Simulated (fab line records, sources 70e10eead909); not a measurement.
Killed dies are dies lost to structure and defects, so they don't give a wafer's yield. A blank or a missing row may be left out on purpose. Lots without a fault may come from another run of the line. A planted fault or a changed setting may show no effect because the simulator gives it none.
Problem report in the 8D (eight disciplines) form, filled by code | flow nand_harc | the parts of the form that need people (team, actions taken, sign-off) are left out

1. THE PROBLEM
oes_product_au at NHARC_P_M0_ETCH_34 reads a mean of 0.845 a.u. on 2 wafers of 2 lots; wafers without a fault read 1.001 a.u. with a standard deviation of 0.0095. That is -16 standard deviations from the usual mean.
The step: etches the open film in N2/H2, target depth 40 nm, overetch 12 nm, time 43.94 s.
First seen on wafer L164.2, day 8 04:11, on rie_diel-05. The record holds 36 wafers of 12 lots with a number at this step. Rule for "out", or "out of limits": more than 4 standard deviations from the usual mean. The other wafers with a number count as sound.

2. WHAT IT IS AND WHAT IT IS NOT
question                    | is               | is not
which readings at this step | oes_product_au   | drypump_motor_current_A, rf_fwd_power_W, rf_vpp_V, showerhead_plenum_p_Torr, throttle_valve_pct
which lots                  | L164, L165       | L161, L162, L163, L174, L175, L177, L179, L180, L181, L182
which wafers of those lots  | L164.2, L165.1   | L164.3, L164.6, L165.4, L165.6
read on which tools         | rie_diel-05      | rie_diel-03
when                        | from day 8 04:11 | up to then (11 sound wafers); but 23 sound wafers of L165, L174, L175, L177, L179, L180, L181, L182 came after

3. SUSPECTS, AND WHAT RULES EACH OUT
Counting: a tool at a process step up to the reading stays a suspect if it ran every lot that is out. Sound lots after the first of them don't rule it out here, since some wafers of a struck lot are sound.
- rie_diel-05 at NHARC_P_M0_DESCUM_14 (chemistry O2, time 3 s): kept. It ran every lot that is out, first L164 (day 8 04:07); its last sound lot up to then is L163 (day 7 21:43).
- rie_diel-05 at NHARC_P_M0_ETCH_34 (etches the open film in N2/H2, target depth 40 nm, overetch 12 nm, time 43.94 s): kept. It ran every lot that is out, first L164 (day 8 04:11); its last sound lot up to then is L163 (day 7 21:49). Its own readings are out on those wafers: oes_product_au.
- Within rie_diel-05 at NHARC_P_M0_ETCH_34: the wafers that are out ran in chamber 0; their sound lot-mates ran in chambers 1, 3.
Left after counting: rie_diel-05 at NHARC_P_M0_DESCUM_14, rie_diel-05 at NHARC_P_M0_ETCH_34.

4. THE CAUSE (what the simulator had put in)
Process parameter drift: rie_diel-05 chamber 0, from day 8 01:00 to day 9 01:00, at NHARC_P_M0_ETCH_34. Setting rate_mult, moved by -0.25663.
Counting left 2 suspects, and this tool is among them.

5. THE CHAIN OF EFFECTS, in route order
Each row: a reading whose mean over the struck wafers that have a number lies more than 3 standard deviations from the usual. Only readings for which the record gives a usual standard deviation are gone through. hours: the time from each lot's start at the first step in this table that gives one to its start at this step, as a median over the lots. sigmas: the change in usual standard deviations.
hours | step               | reading        | usual      | on struck wafers | change | sigmas
0     | NHARC_P_M0_ETCH_34 | oes_product_au | 1.001 a.u. | 0.845            | -0.156 | -16
The process steps in it:
- NHARC_P_M0_ETCH_34: etches the open film in N2/H2, target depth 40 nm, overetch 12 nm, time 43.94 s.

6. WHAT WOULD HAVE CAUGHT IT SOONER
In this record the first reading out of limits was taken at day 8 04:11, 3 hours after the fault began at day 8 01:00.
